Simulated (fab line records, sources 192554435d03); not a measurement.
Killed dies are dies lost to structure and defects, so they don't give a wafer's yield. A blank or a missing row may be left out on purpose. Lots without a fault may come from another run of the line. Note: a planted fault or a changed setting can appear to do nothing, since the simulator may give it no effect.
Which of the tools did it? || flow n5-finfet || 66 wafers from 22 lots sampled at 2 of the route's 1938 steps

== WHAT THE GAUGES READ, wafer by wafer ==
N5_HKMG_FIN_CD_MEAS_49: the cd target is 202 nm.
{"lot": "L074", "measured": "day 3 22:16", "on": "cd-sem-01", "cd-nm (nm)": "201.8 201.9 202.3"}
{"lot": "L075", "measured": "day 4 05:37", "on": "cd-sem-03", "cd-nm (nm)": "203.3 201.8 202.3"}
{"lot": "L076", "measured": "day 4 09:38", "on": "cd-sem-03", "cd-nm (nm)": "202.6 201.9 201.4"}
{"lot": "L077", "measured": "day 4 18:07", "on": "cd-sem-02", "cd-nm (nm)": "200.9 201.1 201.9"}
{"lot": "L078", "measured": "day 4 21:37", "on": "cd-sem-01", "cd-nm (nm)": "201.9 201.9 203.0"}
{"lot": "L079", "measured": "day 5 06:27", "on": "cd-sem-02", "cd-nm (nm)": "201.2 201.9 201.6"}
{"lot": "L080", "measured": "day 5 14:57", "on": "cd-sem-02", "cd-nm (nm)": "202.9 202.4 202.8"}
{"lot": "L081", "measured": "day 5 18:34", "on": "cd-sem-02", "cd-nm (nm)": "201.2 201.9 202.3"}
{"lot": "L082", "measured": "day 6 08:01", "on": "cd-sem-02", "cd-nm (nm)": "202.2 202.2 202.1"}
{"lot": "L083", "measured": "day 6 13:21", "on": "cd-sem-01", "cd-nm (nm)": "202.5 202.5 202.3"}
{"lot": "L084", "measured": "day 6 17:40", "on": "cd-sem-01", "cd-nm (nm)": "202.5 202.5 202.5"}
{"lot": "L086", "measured": "day 7 02:36", "on": "cd-sem-03", "cd-nm (nm)": "201.9 202.0 202.9"}
{"lot": "L088", "measured": "day 7 09:49", "on": "cd-sem-02", "cd-nm (nm)": "203.2 201.8 202.2"}
{"lot": "L087", "measured": "day 7 11:49", "on": "cd-sem-02", "cd-nm (nm)": "201.7 201.1 202.1"}
{"lot": "L089", "measured": "day 7 18:31", "on": "cd-sem-03", "cd-nm (nm)": "201.6 201.8 200.7"}
{"lot": "L090", "measured": "day 8 10:08", "on": "cd-sem-03", "cd-nm (nm)": "201.6 200.7 201.7"}
{"lot": "L091", "measured": "day 8 11:39", "on": "cd-sem-03", "cd-nm (nm)": "201.9 201.5 203.6"}
{"lot": "L092", "measured": "day 8 15:06", "on": "cd-sem-03", "cd-nm (nm)": "202.0 201.1 201.4"}
{"lot": "L093", "measured": "day 9 03:10", "on": "cd-sem-01", "cd-nm (nm)": "201.7 201.5 201.7"}
{"lot": "L095", "measured": "day 9 09:02", "on": "cd-sem-02", "cd-nm (nm)": "202.4 201.9 201.8"}
{"lot": "L096", "measured": "day 9 13:03", "on": "cd-sem-01", "cd-nm (nm)": "202.4 201.7 201.5"}
{"lot": "L097", "measured": "day 9 21:29", "on": "cd-sem-03", "cd-nm (nm)": "201.7 202.0 202.2"}

== EACH LOT AND THE TOOL THAT RAN IT (in order: tool; ch and the chambers of the sampled wafers; start) ==
{"lot": "L074", "N5_DUMMY_REMOVAL_HM_STRIP_01": "rie-diel-03 ch 1,2,3, day 3 20:53"}
{"lot": "L075", "N5_DUMMY_REMOVAL_HM_STRIP_01": "rie-diel-03 ch 2,3, day 4 04:03"}
{"lot": "L076", "N5_DUMMY_REMOVAL_HM_STRIP_01": "rie-diel-01 ch 0,1,2, day 4 08:12"}
{"lot": "L077", "N5_DUMMY_REMOVAL_HM_STRIP_01": "rie-diel-03 ch 1,3, day 4 16:45"}
{"lot": "L078", "N5_DUMMY_REMOVAL_HM_STRIP_01": "rie-diel-02 ch 1,3, day 4 19:57"}
{"lot": "L079", "N5_DUMMY_REMOVAL_HM_STRIP_01": "rie-diel-03 ch 0,1,3, day 5 04:56"}
{"lot": "L080", "N5_DUMMY_REMOVAL_HM_STRIP_01": "rie-diel-02 ch 1,2,3, day 5 13:35"}
{"lot": "L081", "N5_DUMMY_REMOVAL_HM_STRIP_01": "rie-diel-02 ch 2,3, day 5 17:12"}
{"lot": "L082", "N5_DUMMY_REMOVAL_HM_STRIP_01": "rie-diel-02 ch 0,1,2, day 6 06:38"}
{"lot": "L083", "N5_DUMMY_REMOVAL_HM_STRIP_01": "rie-diel-02 ch 0,2,3, day 6 08:34"}
{"lot": "L084", "N5_DUMMY_REMOVAL_HM_STRIP_01": "rie-diel-01 ch 0,2,3, day 6 16:09"}
{"lot": "L086", "N5_DUMMY_REMOVAL_HM_STRIP_01": "rie-diel-01 ch 0,1,2, day 7 01:14"}
{"lot": "L088", "N5_DUMMY_REMOVAL_HM_STRIP_01": "rie-diel-01 ch 0,1,2, day 7 08:15"}
{"lot": "L087", "N5_DUMMY_REMOVAL_HM_STRIP_01": "rie-diel-01 ch 2,3, day 7 10:01"}
{"lot": "L089", "N5_DUMMY_REMOVAL_HM_STRIP_01": "rie-diel-01 ch 0,3, day 7 16:56"}
{"lot": "L090", "N5_DUMMY_REMOVAL_HM_STRIP_01": "rie-diel-03 ch 0,1,3, day 8 08:23"}
{"lot": "L091", "N5_DUMMY_REMOVAL_HM_STRIP_01": "rie-diel-03 ch 0,3, day 8 10:08"}
{"lot": "L092", "N5_DUMMY_REMOVAL_HM_STRIP_01": "rie-diel-03 ch 1,3, day 8 13:19"}
{"lot": "L093", "N5_DUMMY_REMOVAL_HM_STRIP_01": "rie-diel-01 ch 0,1,2, day 9 01:38"}
{"lot": "L095", "N5_DUMMY_REMOVAL_HM_STRIP_01": "rie-diel-03 ch 2,3, day 9 07:32"}
{"lot": "L096", "N5_DUMMY_REMOVAL_HM_STRIP_01": "rie-diel-01 ch 2,3, day 9 11:29"}
{"lot": "L097", "N5_DUMMY_REMOVAL_HM_STRIP_01": "rie-diel-03 ch 0,2,3, day 9 19:52"}
- N5_DUMMY_REMOVAL_HM_STRIP_01: strips SiNx in CH3F/O2, stops on poly-Si, target depth 4 nm, time 6.8 s.

== AS READ BY THE TOOLS THEMSELVES (means over the sampled wafers that have a number; for cases with no such wafer, the mark the record gives instead) ==
N5_DUMMY_REMOVAL_HM_STRIP_01.
{"lot": "L074", "tool": "rie-diel-03", "drypump-motor-current-A (A)": 5.4, "oes-product-au (a.u.)": 0.60, "rf-vpp-V (V)": 127.2, "showerhead-plenum-p-Torr (Torr)": 1.95, "throttle-valve-pct (%)": 16.62}
{"lot": "L075", "tool": "rie-diel-03", "drypump-motor-current-A (A)": 5.4, "oes-product-au (a.u.)": 0.62, "rf-vpp-V (V)": 127.9, "showerhead-plenum-p-Torr (Torr)": 1.93, "throttle-valve-pct (%)": 16.52}
{"lot": "L076", "tool": "rie-diel-01", "drypump-motor-current-A (A)": 5.9, "oes-product-au (a.u.)": 0.63, "rf-vpp-V (V)": 126.7, "showerhead-plenum-p-Torr (Torr)": 1.99, "throttle-valve-pct (%)": 16.17}
{"lot": "L077", "tool": "rie-diel-03", "drypump-motor-current-A (A)": 5.1, "oes-product-au (a.u.)": 0.59, "rf-vpp-V (V)": 127.4, "showerhead-plenum-p-Torr (Torr)": 1.96, "throttle-valve-pct (%)": 16.65}
{"lot": "L078", "tool": "rie-diel-02", "drypump-motor-current-A (A)": 5.5, "oes-product-au (a.u.)": 0.66, "rf-vpp-V (V)": 126.8, "showerhead-plenum-p-Torr (Torr)": 1.97, "throttle-valve-pct (%)": 16.44}
{"lot": "L079", "tool": "rie-diel-03", "drypump-motor-current-A (A)": 5.2, "oes-product-au (a.u.)": 0.60, "rf-vpp-V (V)": 126.8, "showerhead-plenum-p-Torr (Torr)": 1.99, "throttle-valve-pct (%)": 16.59}
{"lot": "L080", "tool": "rie-diel-02", "drypump-motor-current-A (A)": 5.6, "oes-product-au (a.u.)": 0.65, "rf-vpp-V (V)": 128.2, "showerhead-plenum-p-Torr (Torr)": 1.99, "throttle-valve-pct (%)": 16.39}
{"lot": "L081", "tool": "rie-diel-02", "drypump-motor-current-A (A)": 5.5, "oes-product-au (a.u.)": 0.66, "rf-vpp-V (V)": 127.1, "showerhead-plenum-p-Torr (Torr)": 2.03, "throttle-valve-pct (%)": 16.24}
{"lot": "L082", "tool": "rie-diel-02", "drypump-motor-current-A (A)": 5.7, "oes-product-au (a.u.)": 0.61, "rf-vpp-V (V)": 127.8, "showerhead-plenum-p-Torr (Torr)": 2.01, "throttle-valve-pct (%)": 16.50}
{"lot": "L083", "tool": "rie-diel-02", "drypump-motor-current-A (A)": 5.6, "oes-product-au (a.u.)": 0.61, "rf-vpp-V (V)": 127.2, "showerhead-plenum-p-Torr (Torr)": 2.04, "throttle-valve-pct (%)": 16.35}
{"lot": "L084", "tool": "rie-diel-01", "drypump-motor-current-A (A)": 6.2, "oes-product-au (a.u.)": 0.61, "rf-vpp-V (V)": 126.9, "showerhead-plenum-p-Torr (Torr)": 1.99, "throttle-valve-pct (%)": 16.32}
{"lot": "L086", "tool": "rie-diel-01", "drypump-motor-current-A (A)": 5.9, "oes-product-au (a.u.)": 0.62, "rf-vpp-V (V)": 126.6, "showerhead-plenum-p-Torr (Torr)": 1.99, "throttle-valve-pct (%)": 16.20}
{"lot": "L088", "tool": "rie-diel-01", "drypump-motor-current-A (A)": 5.9, "oes-product-au (a.u.)": 0.62, "rf-vpp-V (V)": 127.7, "showerhead-plenum-p-Torr (Torr)": 1.99, "throttle-valve-pct (%)": 16.20}
{"lot": "L087", "tool": "rie-diel-01", "drypump-motor-current-A (A)": 6.1, "oes-product-au (a.u.)": 0.59, "rf-vpp-V (V)": 127.8, "showerhead-plenum-p-Torr (Torr)": 1.96, "throttle-valve-pct (%)": 16.56}
{"lot": "L089", "tool": "rie-diel-01", "drypump-motor-current-A (A)": 6.3, "oes-product-au (a.u.)": 0.60, "rf-vpp-V (V)": 127.3, "showerhead-plenum-p-Torr (Torr)": 1.95, "throttle-valve-pct (%)": 16.34}
{"lot": "L090", "tool": "rie-diel-03", "drypump-motor-current-A (A)": 5.2, "oes-product-au (a.u.)": 0.59, "rf-vpp-V (V)": 127.1, "showerhead-plenum-p-Torr (Torr)": 1.99, "throttle-valve-pct (%)": 16.62}
{"lot": "L091", "tool": "rie-diel-03", "drypump-motor-current-A (A)": 5.3, "oes-product-au (a.u.)": 0.61, "rf-vpp-V (V)": 126.8, "showerhead-plenum-p-Torr (Torr)": 1.97, "throttle-valve-pct (%)": 16.51}
{"lot": "L092", "tool": "rie-diel-03", "drypump-motor-current-A (A)": 5.1, "oes-product-au (a.u.)": 0.57, "rf-vpp-V (V)": 127.6, "showerhead-plenum-p-Torr (Torr)": 1.95, "throttle-valve-pct (%)": 16.69}
{"lot": "L093", "tool": "rie-diel-01", "drypump-motor-current-A (A)": 5.9, "oes-product-au (a.u.)": 0.61, "rf-vpp-V (V)": 128.0, "showerhead-plenum-p-Torr (Torr)": 1.98, "throttle-valve-pct (%)": 16.21}
{"lot": "L095", "tool": "rie-diel-03", "drypump-motor-current-A (A)": 5.6, "oes-product-au (a.u.)": 0.74, "rf-vpp-V (V)": 127.0, "showerhead-plenum-p-Torr (Torr)": 1.92, "throttle-valve-pct (%)": 16.31}
{"lot": "L096", "tool": "rie-diel-01", "drypump-motor-current-A (A)": 6.1, "oes-product-au (a.u.)": 0.59, "rf-vpp-V (V)": 127.0, "showerhead-plenum-p-Torr (Torr)": 2.01, "throttle-valve-pct (%)": 16.33}
{"lot": "L097", "tool": "rie-diel-03", "drypump-motor-current-A (A)": 5.5, "oes-product-au (a.u.)": 0.67, "rf-vpp-V (V)": 127.6, "showerhead-plenum-p-Torr (Torr)": 1.97, "throttle-valve-pct (%)": 16.46}

== THE ANSWER, worked out from the rows above alone ==
Rule: what is usual is taken from the lots themselves. The widest of any qualifying gaps counts: lots, ordered by their means at a reading, are off when they make up no more than a third of the lots, leave a main group of 4 or more, and stand apart from it by 3 or more times the standard deviation of that group's means. The tables above print the reading to a certain number of digits; a main group whose means all agree to those digits is not used. Also off: a lot with no number at a reading for which 4 or more lots have one. Where the step has rows for the other lots, those lots are counted as sound. After the gauges, taken in route order, come the tools' own readings; for these a lot's mean is taken, as printed above. At the first step where some lot is off, the reading lying furthest off is the one used; lots without a number count as furthest.
Across all readings shown, no lot is off: no conclusion can be drawn from this.

== WHAT WAS PUT IN BY THE SIMULATOR ==
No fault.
